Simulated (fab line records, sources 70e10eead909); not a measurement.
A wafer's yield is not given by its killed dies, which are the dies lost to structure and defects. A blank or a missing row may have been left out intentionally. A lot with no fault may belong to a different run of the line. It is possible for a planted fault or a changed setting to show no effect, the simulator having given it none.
Which tool is to blame? :: flow nand-harc :: Sampling: 12 lots, 36 wafers, 6 of 1159 route steps

## WHAT THE GAUGES SHOWED, per wafer
NHARC_P_ZERO_WELL_CD_MEAS_24 targets a cd of 720 nm.
lot: L924
measured: day 2 08:28
on: cd-sem-01
cd-nm (nm): - - -

lot: L925
measured: day 2 14:30
on: cd-sem-02
cd-nm (nm): 720.3 719.9 720.2

lot: L931
measured: day 4 02:28
on: cd-sem-03
cd-nm (nm): 719.7 719.0 719.0

lot: L932
measured: day 4 08:25
on: cd-sem-01
cd-nm (nm): 719.1 720.5 720.5

lot: L933
measured: day 4 14:29
on: cd-sem-02
cd-nm (nm): 720.0 720.5 721.0

lot: L934
measured: day 4 20:29
on: cd-sem-03
cd-nm (nm): 720.9 720.2 721.3

lot: L936
measured: day 5 08:35
on: cd-sem-01
cd-nm (nm): 718.3 718.1 717.9

lot: L937
measured: day 5 14:30
on: cd-sem-02
cd-nm (nm): 721.2 718.4 718.3

lot: L940
measured: day 6 08:36
on: cd-sem-01
cd-nm (nm): 718.8 717.3 718.2

lot: L941
measured: day 6 14:56
on: cd-sem-03
cd-nm (nm): 720.0 720.3 719.8

lot: L942
measured: day 6 20:28
on: cd-sem-02
cd-nm (nm): 720.0 720.3 721.1

lot: L943
measured: day 7 02:33
on: cd-sem-02
cd-nm (nm): 722.3 721.5 719.7

NHARC_P_ZERO_WELL_INSPECT_43.
lot: L924
measured: day 2 13:38
on: defect-inspect-02
raw-defect-count: 7 6 12

lot: L925
measured: day 2 19:40
on: defect-inspect-02
raw-defect-count: 18 17 14

lot: L931
measured: day 4 07:28
on: defect-inspect-02
raw-defect-count: 6 20 10

lot: L932
measured: day 4 13:56
on: defect-inspect-01
raw-defect-count: 22 8 10

lot: L933
measured: day 4 20:22
on: defect-inspect-02
raw-defect-count: 15 8 21

lot: L934
measured: day 5 01:36
on: defect-inspect-02
raw-defect-count: 16 8 22

lot: L936
measured: day 5 13:41
on: defect-inspect-02
raw-defect-count: 25 10 13

lot: L937
measured: day 5 19:23
on: defect-inspect-01
raw-defect-count: 15 18 13

lot: L940
measured: day 6 13:35
on: defect-inspect-01
raw-defect-count: 15 18 16

lot: L941
measured: day 6 20:12
on: defect-inspect-02
raw-defect-count: 21 14 15

lot: L942
measured: day 7 01:32
on: defect-inspect-02
raw-defect-count: 30 16 19

lot: L943
measured: day 7 07:45
on: defect-inspect-02
raw-defect-count: 15 15 25

NHARC_END_SORT_01.
lot: L924
measured: day 20 00:25
on: prober-01
killed-at-array: 21 18 20
killed-at-other: 1 0 0
killed-at-periphery: 655 659 657
killed-dies: 677 677 677
killed-open: 6 1 3
killed-short: 3 2 0

## WHAT TOOL EACH LOT RAN ON (gives the tool, then ch and the chambers of the sampled wafers, and finally the start)
lot: L924
NHARC_P_ZERO_WELL_ETCH_65: rie-diel-13 ch 1,2,3, day 2 07:29
NHARC_P_ZERO_WELL_ETCH_63: rie-si-06 ch 0,2,3, day 2 07:39
NHARC_P_ZERO_WELL_EXPOSE_21: krf-scanner-02 ch 0, day 2 08:18

lot: L925
NHARC_P_ZERO_WELL_ETCH_65: rie-diel-08 ch 0,1,3, day 2 13:22
NHARC_P_ZERO_WELL_ETCH_63: rie-si-03 ch 1,2,3, day 2 13:32
NHARC_P_ZERO_WELL_EXPOSE_21: krf-scanner-04 ch 0, day 2 14:20

lot: L931
NHARC_P_ZERO_WELL_ETCH_65: rie-diel-13 ch 1,2,3, day 4 01:30
NHARC_P_ZERO_WELL_ETCH_63: rie-si-06 ch 0,1,3, day 4 01:41
NHARC_P_ZERO_WELL_EXPOSE_21: krf-scanner-02 ch 0, day 4 02:18

lot: L932
NHARC_P_ZERO_WELL_ETCH_65: rie-diel-13 ch 0,1,2, day 4 07:22
NHARC_P_ZERO_WELL_ETCH_63: rie-si-03 ch 1,2, day 4 07:32
NHARC_P_ZERO_WELL_EXPOSE_21: krf-scanner-02 ch 0, day 4 08:16

lot: L933
NHARC_P_ZERO_WELL_ETCH_65: rie-diel-07 ch 1,2, day 4 13:29
NHARC_P_ZERO_WELL_ETCH_63: rie-si-01 ch 0,2,3, day 4 13:41
NHARC_P_ZERO_WELL_EXPOSE_21: krf-scanner-02 ch 0, day 4 14:20

lot: L934
NHARC_P_ZERO_WELL_ETCH_65: rie-diel-08 ch 1,2, day 4 19:31
NHARC_P_ZERO_WELL_ETCH_63: rie-si-06 ch 0,2, day 4 19:41
NHARC_P_ZERO_WELL_EXPOSE_21: krf-scanner-02 ch 0, day 4 20:20

lot: L936
NHARC_P_ZERO_WELL_ETCH_65: rie-diel-07 ch 0,1,2, day 5 07:29
NHARC_P_ZERO_WELL_ETCH_63: rie-si-01 ch 1,2,3, day 5 07:39
NHARC_P_ZERO_WELL_EXPOSE_21: krf-scanner-03 ch 0, day 5 08:25

lot: L937
NHARC_P_ZERO_WELL_ETCH_65: rie-diel-13 ch 0,3, day 5 13:22
NHARC_P_ZERO_WELL_ETCH_63: rie-si-06 ch 0,1,3, day 5 13:34
NHARC_P_ZERO_WELL_EXPOSE_21: krf-scanner-02 ch 0, day 5 14:20

lot: L940
NHARC_P_ZERO_WELL_ETCH_65: rie-diel-13 ch 1,2, day 6 07:31
NHARC_P_ZERO_WELL_ETCH_63: rie-si-03 ch 0,3, day 6 07:41
NHARC_P_ZERO_WELL_EXPOSE_21: krf-scanner-03 ch 0, day 6 08:27

lot: L941
NHARC_P_ZERO_WELL_ETCH_65: rie-diel-13 ch 0,1,2, day 6 13:49
NHARC_P_ZERO_WELL_ETCH_63: rie-si-03 ch 1,2, day 6 14:00
NHARC_P_ZERO_WELL_EXPOSE_21: krf-scanner-04 ch 0, day 6 14:47

lot: L942
NHARC_P_ZERO_WELL_ETCH_65: rie-diel-07 ch 0,2, day 6 19:21
NHARC_P_ZERO_WELL_ETCH_63: rie-si-06 ch 1,3, day 6 19:31
NHARC_P_ZERO_WELL_EXPOSE_21: krf-scanner-03 ch 0, day 6 20:19

lot: L943
NHARC_P_ZERO_WELL_ETCH_65: rie-diel-08 ch 2,3, day 7 01:24
NHARC_P_ZERO_WELL_ETCH_63: rie-si-03 ch 1,2,3, day 7 01:37
NHARC_P_ZERO_WELL_EXPOSE_21: krf-scanner-02 ch 0, day 7 02:24
- NHARC_P_ZERO_WELL_ETCH_65: etches the open film in N2/H2, target depth 80 nm, overetch 24 nm, time 87.88 s.
- NHARC_P_ZERO_WELL_ETCH_63: etches the open film in HBr/Cl2, target depth 120 nm, time 40.1 s.
- NHARC_P_ZERO_WELL_EXPOSE_21: exposes mask P NWELL, target cd 720 nm.

## AS READ BY THE TOOLS THEMSELVES (means over the sampled wafers that have a number; for cases with no such wafer, the mark the record gives instead)
NHARC_P_ZERO_WELL_ETCH_65.
lot: L924
tool: rie-diel-13
drypump-motor-current-A (A): 5.8
oes-product-au (a.u.): 1.006
rf-vpp-V (V): 430.8
showerhead-plenum-p-Torr (Torr): 2.04
throttle-valve-pct (%): 14.169

lot: L925
tool: rie-diel-08
drypump-motor-current-A (A): 6.3
oes-product-au (a.u.): 0.998
rf-vpp-V (V): 432.6
showerhead-plenum-p-Torr (Torr): 2.11
throttle-valve-pct (%): 14.178

lot: L931
tool: rie-diel-13
drypump-motor-current-A (A): 5.8
oes-product-au (a.u.): 0.992
rf-vpp-V (V): 430.8
showerhead-plenum-p-Torr (Torr): 2.04
throttle-valve-pct (%): 14.171

lot: L932
tool: rie-diel-13
drypump-motor-current-A (A): 5.9
oes-product-au (a.u.): 0.994
rf-vpp-V (V): 429.5
showerhead-plenum-p-Torr (Torr): 2.00
throttle-valve-pct (%): 14.177

lot: L933
tool: rie-diel-07
drypump-motor-current-A (A): 5.8
oes-product-au (a.u.): 1.010
rf-vpp-V (V): 433.2
showerhead-plenum-p-Torr (Torr): 2.16
throttle-valve-pct (%): 14.174

lot: L934
tool: rie-diel-08
drypump-motor-current-A (A): 6.3
oes-product-au (a.u.): 0.999
rf-vpp-V (V): 431.8
showerhead-plenum-p-Torr (Torr): 2.14
throttle-valve-pct (%): 14.173

lot: L936
tool: rie-diel-07
drypump-motor-current-A (A): 5.5
oes-product-au (a.u.): 1.000
rf-vpp-V (V): 431.0
showerhead-plenum-p-Torr (Torr): 2.09
throttle-valve-pct (%): 14.176

lot: L937
tool: rie-diel-13
drypump-motor-current-A (A): 6.1
oes-product-au (a.u.): 1.001
rf-vpp-V (V): 431.7
showerhead-plenum-p-Torr (Torr): 2.08
throttle-valve-pct (%): 14.171

lot: L940
tool: rie-diel-13
drypump-motor-current-A (A): 5.9
oes-product-au (a.u.): 1.002
rf-vpp-V (V): 428.2
showerhead-plenum-p-Torr (Torr): 1.96
throttle-valve-pct (%): 14.176

lot: L941
tool: rie-diel-13
drypump-motor-current-A (A): 6.0
oes-product-au (a.u.): 1.002
rf-vpp-V (V): 429.2
showerhead-plenum-p-Torr (Torr): 2.00
throttle-valve-pct (%): 14.173

lot: L942
tool: rie-diel-07
drypump-motor-current-A (A): 5.6
oes-product-au (a.u.): 1.002
rf-vpp-V (V): 431.4
showerhead-plenum-p-Torr (Torr): 2.05
throttle-valve-pct (%): 14.167

lot: L943
tool: rie-diel-08
drypump-motor-current-A (A): 5.7
oes-product-au (a.u.): 0.997
rf-vpp-V (V): 433.4
showerhead-plenum-p-Torr (Torr): 2.15
throttle-valve-pct (%): 14.166

NHARC_P_ZERO_WELL_ETCH_63.
lot: L924
tool: rie-si-06
drypump-motor-current-A (A): 5.8
oes-product-au (a.u.): 1.000
throttle-valve-pct (%): 26.410

lot: L925
tool: rie-si-03
drypump-motor-current-A (A): 5.8
oes-product-au (a.u.): 1.008
throttle-valve-pct (%): 26.403

lot: L931
tool: rie-si-06
drypump-motor-current-A (A): 6.1
oes-product-au (a.u.): 0.995
throttle-valve-pct (%): 26.407

lot: L932
tool: rie-si-03
drypump-motor-current-A (A): 5.8
oes-product-au (a.u.): 1.006
throttle-valve-pct (%): 26.417

lot: L933
tool: rie-si-01
drypump-motor-current-A (A): 5.7
oes-product-au (a.u.): 0.997
throttle-valve-pct (%): 26.400

lot: L934
tool: rie-si-06
drypump-motor-current-A (A): 5.3
oes-product-au (a.u.): 0.991
throttle-valve-pct (%): 26.412

lot: L936
tool: rie-si-01
drypump-motor-current-A (A): 5.9
oes-product-au (a.u.): 1.006
throttle-valve-pct (%): 26.407

lot: L937
tool: rie-si-06
drypump-motor-current-A (A): 6.1
oes-product-au (a.u.): 0.995
throttle-valve-pct (%): 26.409

lot: L940
tool: rie-si-03
drypump-motor-current-A (A): 5.4
oes-product-au (a.u.): 1.010
throttle-valve-pct (%): 26.408

lot: L941
tool: rie-si-03
drypump-motor-current-A (A): 5.7
oes-product-au (a.u.): 0.998
throttle-valve-pct (%): 26.410

lot: L942
tool: rie-si-06
drypump-motor-current-A (A): 6.1
oes-product-au (a.u.): 0.992
throttle-valve-pct (%): 26.416

lot: L943
tool: rie-si-03
drypump-motor-current-A (A): 5.8
oes-product-au (a.u.): 1.011
throttle-valve-pct (%): 26.404

## THE ANSWER, worked out from the rows above alone
Rule: usual is defined by the lots themselves. The widest of any qualifying gaps counts: lots, ordered by their means at a reading, are off when they make up no more than a third of the lots, leave a main group of 4 or more, and stand apart from it by 3 or more times the standard deviation of that group's means. The tables above print the reading to a certain number of digits; a main group whose means all agree to those digits is not used. A lot without any number at a reading at which 4 lots or more have one is off too. The other lots that the step has rows for count as sound. Order of review: gauges by route order, followed by the tools' own readings, for which a lot's mean as printed above is used. The first step at which some lot is off is used, and at that step the reading that is off furthest; a lot without a number counts as furthest.
Off: L924, at NHARC_P_ZERO_WELL_CD_MEAS_24 (cd-nm). Without a number there: L924. Mean 719.8 nm and standard deviation 0.97 in the main group.
A tool fits if, at a process step before that reading, it ran every lot that is off, and no sound lot after the first of them. Those tools and the gauges at NHARC_P_ZERO_WELL_CD_MEAS_24 are tried in the same way. Of those tried, none fits.

## WHAT THE SIMULATOR HAD INSERTED
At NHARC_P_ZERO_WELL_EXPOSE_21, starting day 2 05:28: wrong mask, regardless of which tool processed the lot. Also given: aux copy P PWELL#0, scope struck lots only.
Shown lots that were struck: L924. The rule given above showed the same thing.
